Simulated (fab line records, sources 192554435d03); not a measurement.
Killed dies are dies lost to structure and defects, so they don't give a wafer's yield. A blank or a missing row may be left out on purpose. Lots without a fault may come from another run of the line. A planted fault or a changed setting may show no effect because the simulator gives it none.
Which tool did it? | flow n5_finfet | 10 lots, 28 wafers sampled, at 5 steps of a route of 1938

WHAT THE GAUGES READ, wafer by wafer
The record holds no reading of a measuring or inspecting step that can be judged against a usual standard deviation.

WHICH TOOL RAN EACH LOT (tool, then ch and the chambers of the sampled wafers, then the start)
lot  | N5_BEOL_M10_ETCH_62                | N5_BEOL_M10_DESCUM_33              | N5_BEOL_M10_ETCH_66                | N5_BEOL_M10_VIA_ETCH_34            | N5_PASSIVATION_PROBE_49
L637 | rie_diel-03 ch 1,2, day 11 18:48   | rie_diel-02 ch 0,3, day 11 21:38   | rie_diel-02 ch 0,3, day 11 21:43   | rie_diel-02 ch 0,3, day 11 21:50   | -
L636 | rie_diel-03 ch 0,1, day 12 11:07   | rie_diel-02 ch 0,1,3, day 12 12:48 | rie_diel-02 ch 0,1,3, day 12 12:53 | rie_diel-02 ch 0,1,3, day 12 13:01 | -
L638 | rie_diel-02 ch 2,3, day 12 11:41   | rie_diel-05 ch 0,2,3, day 12 12:59 | rie_diel-05 ch 0,2,3, day 12 13:05 | rie_diel-05 ch 0,2,3, day 12 13:12 | -
L640 | rie_diel-05 ch 0,3, day 12 18:22   | rie_diel-05 ch 0,3, day 12 21:16   | rie_diel-05 ch 0,3, day 12 21:21   | rie_diel-05 ch 0,3, day 12 21:28   | -
L642 | rie_diel-05 ch 0,1,3, day 13 14:00 | rie_diel-02 ch 0,1,2, day 13 17:25 | rie_diel-02 ch 0,1,2, day 13 17:30 | rie_diel-02 ch 0,1,2, day 13 17:37 | -
L645 | rie_diel-03 ch 2,3, day 14 11:50   | rie_diel-02 ch 0,1, day 14 13:09   | rie_diel-02 ch 0,1, day 14 13:14   | rie_diel-02 ch 0,1, day 14 13:22   | prober-02, day 16 22:11
L648 | rie_diel-02 ch 1,3, day 14 21:16   | rie_diel-02 ch 0,2,3, day 14 23:12 | rie_diel-02 ch 0,2,3, day 14 23:17 | rie_diel-02 ch 0,2,3, day 14 23:24 | prober-01, day 17 08:31
L649 | rie_diel-02 ch 1,2, day 14 21:52   | rie_diel-02 ch 0,3, day 15 00:15   | rie_diel-02 ch 0,3, day 15 00:20   | rie_diel-02 ch 0,3, day 15 00:28   | -
L656 | rie_diel-05 ch 0,2,3, day 17 02:37 | rie_diel-03 ch 0,3, day 17 06:26   | rie_diel-03 ch 0,3, day 17 06:31   | rie_diel-03 ch 0,3, day 17 06:38   | -
L657 | rie_diel-03 ch 0,2, day 17 10:25   | rie_diel-05 ch 0,1, day 17 14:54   | rie_diel-05 ch 0,1, day 17 14:59   | rie_diel-05 ch 0,1, day 17 15:07   | -
- N5_BEOL_M10_ETCH_62: etches SOC in N2/H2, target depth 110 nm, overetch 22 nm, time 165 s.
- N5_BEOL_M10_DESCUM_33: chemistry O2, time 7.9 s.
- N5_BEOL_M10_ETCH_66: etches SOC in N2/H2, target depth 120 nm, overetch 24 nm, time 180 s.
- N5_BEOL_M10_VIA_ETCH_34: etches SiCOH lowk in C4F6/O2, target depth 184.5 nm, time 69.2 s.
- N5_PASSIVATION_PROBE_49

WHAT THE TOOLS THEMSELVES READ (means of the sampled wafers that have a number; where no wafer has one, the mark that the record gives instead)
N5_BEOL_M10_ETCH_62. Usual: drypump_motor_current_A 5.9 A, standard deviation 0.49; oes_product_au 0.67 a.u., standard deviation 0.063; rf_vpp_V 525.3 V, standard deviation 2.2; showerhead_plenum_p_Torr 2.60 Torr, standard deviation 0.077; throttle_valve_pct 17.84 %, standard deviation 0.25.
lot  | tool        | drypump_motor_current_A (A) | oes_product_au (a.u.) | rf_vpp_V (V) | showerhead_plenum_p_Torr (Torr) | throttle_valve_pct (%) | flag
L637 | rie_diel-03 | 6.1                         | 0.68                  | 527.3        | 2.68                            | 17.90                  |
L636 | rie_diel-03 | 6.5                         | 0.69                  | 525.5        | 2.60                            | 17.55                  |
L638 | rie_diel-02 | 6.0                         | 0.73                  | 528.2        | 2.69                            | 17.83                  |
L640 | rie_diel-05 | 6.2                         | 0.60                  | 525.7        | 2.62                            | 18.03                  |
L642 | rie_diel-05 | 5.7                         | 0.63                  | 523.4        | 2.57                            | 17.88                  |
L645 | rie_diel-03 | 5.9                         | 0.65                  | 525.4        | 2.60                            | 18.04                  |
L648 | rie_diel-02 | 5.3                         | 0.67                  | 523.6        | 2.53                            | 17.97                  |
L649 | rie_diel-02 | 5.5                         | 0.71                  | 523.8        | 2.58                            | 17.82                  |
L656 | rie_diel-05 | 6.0                         | 0.71                  | 525.6        | 2.61                            | 17.71                  |
L657 | rie_diel-03 | 6.2                         | 0.67                  | 525.8        | 2.60                            | 17.83                  |

N5_BEOL_M10_DESCUM_33. Usual: drypump_motor_current_A 5.9 A, standard deviation 0.48; oes_product_au 0.78 a.u., standard deviation 0.072; rf_vpp_V 244.0 V, standard deviation 1.3; showerhead_plenum_p_Torr 2.14 Torr, standard deviation 0.058; throttle_valve_pct 20.46 %, standard deviation 0.18.
lot  | tool        | drypump_motor_current_A (A) | oes_product_au (a.u.) | rf_vpp_V (V) | showerhead_plenum_p_Torr (Torr) | throttle_valve_pct (%) | flag
L637 | rie_diel-02 | 6.1                         | 0.73                  | 244.2        | 2.17                            | 20.49                  |
L636 | rie_diel-02 | 5.7                         | 0.77                  | 243.4        | 2.12                            | 20.48                  |
L638 | rie_diel-05 | 6.0                         | 0.78                  | 244.6        | 2.16                            | 20.42                  |
L640 | rie_diel-05 | 5.9                         | 0.71                  | 244.2        | 2.16                            | 20.61                  |
L642 | rie_diel-02 | 5.7                         | 0.80                  | 244.1        | 2.13                            | 20.42                  |
L645 | rie_diel-02 | 5.6                         | 0.75                  | 243.6        | 2.09                            | 20.43                  |
L648 | rie_diel-02 | 6.0                         | 0.77                  | 244.1        | 2.18                            | 20.51                  |
L649 | rie_diel-02 | 6.0                         | 0.74                  | 244.8        | 2.17                            | 20.56                  |
L656 | rie_diel-03 | 6.3                         | 0.77                  | 242.7        | 2.10                            | 20.40                  |
L657 | rie_diel-05 | 5.2                         | 0.77                  | 243.9        | 2.07                            | 20.49                  |

N5_BEOL_M10_ETCH_66. Usual: drypump_motor_current_A 5.9 A, standard deviation 0.48; oes_product_au 0.63 a.u., standard deviation 0.054; rf_vpp_V 525.4 V, standard deviation 2.2; run_length_s 203.6 s, standard deviation 0.37; showerhead_plenum_p_Torr 2.60 Torr, standard deviation 0.074; throttle_valve_pct 17.85 %, standard deviation 0.23.
lot  | tool        | drypump_motor_current_A (A) | oes_product_au (a.u.) | rf_vpp_V (V) | run_length_s (s) | showerhead_plenum_p_Torr (Torr) | throttle_valve_pct (%) | flag
L637 | rie_diel-02 | 6.1                         | 0.60                  | 526.7        | 204.0            | 2.63                            | 17.92                  |
L636 | rie_diel-02 | 5.7                         | 0.63                  | 523.7        | 203.8            | 2.59                            | 17.92                  |
L638 | rie_diel-05 | 6.0                         | 0.63                  | 526.1        | 203.8            | 2.62                            | 17.79                  |
L640 | rie_diel-05 | 5.9                         | 0.57                  | 526.7        | 203.7            | 2.64                            | 18.07                  |
L642 | rie_diel-02 | 5.7                         | 0.64                  | 525.3        | 203.5            | 2.60                            | 17.83                  |
L645 | rie_diel-02 | 5.6                         | 0.65                  | 523.9        | 194.9            | 2.54                            | 17.89                  | OFF
L648 | rie_diel-02 | 6.0                         | 0.64                  | 526.3        | 200.9            | 2.65                            | 17.92                  | OFF
L649 | rie_diel-02 | 6.0                         | 0.61                  | 526.5        | 199.8            | 2.63                            | 18.01                  | OFF
L656 | rie_diel-03 | 6.3                         | 0.62                  | 524.6        | 203.0            | 2.55                            | 17.75                  |
L657 | rie_diel-05 | 5.2                         | 0.62                  | 522.9        | 203.9            | 2.51                            | 17.78                  |

N5_BEOL_M10_VIA_ETCH_34. Usual: drypump_motor_current_A 5.9 A, standard deviation 0.48; oes_product_au 0.78 a.u., standard deviation 0.07; rf_vpp_V 670 V, standard deviation 7.7; run_length_s 92.8 s, standard deviation 0.39; showerhead_plenum_p_Torr 2.91 Torr, standard deviation 0.081; throttle_valve_pct 20.94 %, standard deviation 0.21.
lot  | tool        | drypump_motor_current_A (A) | oes_product_au (a.u.) | rf_vpp_V (V) | run_length_s (s) | showerhead_plenum_p_Torr (Torr) | throttle_valve_pct (%) | flag
L637 | rie_diel-02 | 6.1                         | 0.74                  | 679          | 93.2             | 2.96                            | 21.05                  |
L636 | rie_diel-02 | 5.7                         | 0.77                  | 673          | 93.2             | 2.89                            | 20.98                  |
L638 | rie_diel-05 | 6.0                         | 0.79                  | 670          | 92.6             | 2.93                            | 20.86                  |
L640 | rie_diel-05 | 5.9                         | 0.71                  | 671          | 92.8             | 2.94                            | 21.10                  |
L642 | rie_diel-02 | 5.8                         | 0.79                  | 672          | 92.7             | 2.91                            | 20.92                  |
L645 | rie_diel-02 | 5.6                         | 0.75                  | 671          | 93.0             | 2.85                            | 20.93                  |
L648 | rie_diel-02 | 6.0                         | 0.77                  | 677          | 92.7             | 2.97                            | 21.06                  |
L649 | rie_diel-02 | 6.0                         | 0.73                  | 678          | 93.2             | 2.96                            | 21.11                  |
L656 | rie_diel-03 | 6.3                         | 0.77                  | 669          | 92.5             | 2.85                            | 20.83                  |
L657 | rie_diel-05 | 5.2                         | 0.76                  | 664          | 93.0             | 2.82                            | 20.91                  |

N5_PASSIVATION_PROBE_49. Usual: defect_limited_yield 91.5 %, standard deviation 1.3; killed_at_M0_to_M3 33, standard deviation 10; killed_at_M4_up 13, standard deviation 4; killed_at_contacts 12, standard deviation 6.3; killed_at_front_end 39, standard deviation 11; killed_at_other 3.4, standard deviation 2.6; killed_dies 100, standard deviation 15; killed_open 65, standard deviation 11; killed_short 34, standard deviation 7.8; sort_bin_5_function 5.0 %, standard deviation 0.89; sort_bin_6_memory 3.2 %, standard deviation 0.58; sort_n_pass 1080, standard deviation 15; sort_yield_pct 91.5 %, standard deviation 1.3.
lot  | tool      | defect_limited_yield (%) | killed_at_M0_to_M3 | killed_at_M4_up | killed_at_contacts | killed_at_front_end | killed_at_other | killed_dies | killed_open | killed_short | sort_bin_5_function (%) | sort_bin_6_memory (%) | sort_n_pass | sort_yield_pct (%) | flag
L645 | prober-02 | 90.8                     | 48                 | 12              | 10                 | 35                  | 4.0             | 109         | 72          | 36           | 5.7                     | 3.2                   | 1071        | 90.8               |
L648 | prober-01 | 90.7                     | 39                 | 12              | 16                 | 37                  | 6.0             | 110         | 76          | 32           | 5.0                     | 4.1                   | 1070        | 90.7               |

THE ANSWER, worked out from the rows above alone
Rule: a lot is off if the mean of its wafers that have a number lies more than 3 standard deviations from the usual mean. A lot without any number at a reading at which 4 lots or more have one is off too. The other lots that the step has rows for count as sound. The gauges are gone through in route order, then the tools' own readings, and for those a lot's mean is taken as printed above. The first step at which some lot is off is used, and at that step the reading that is off furthest; a lot without a number counts as furthest.
Off: L645, L648, L649, at N5_BEOL_M10_ETCH_66 (run_length_s).
A tool fits if, at that step or a process step before it, it ran every lot that is off, and no sound lot after the first of them. One fits: rie_diel-02 at N5_BEOL_M10_DESCUM_33 and N5_BEOL_M10_ETCH_66. At N5_BEOL_M10_DESCUM_33 its last sound lot is L642 (day 13 17:25), its first lot that is off L645 (day 14 13:09): a fault that began between those two fits.

WHAT THE SIMULATOR HAD PUT IN
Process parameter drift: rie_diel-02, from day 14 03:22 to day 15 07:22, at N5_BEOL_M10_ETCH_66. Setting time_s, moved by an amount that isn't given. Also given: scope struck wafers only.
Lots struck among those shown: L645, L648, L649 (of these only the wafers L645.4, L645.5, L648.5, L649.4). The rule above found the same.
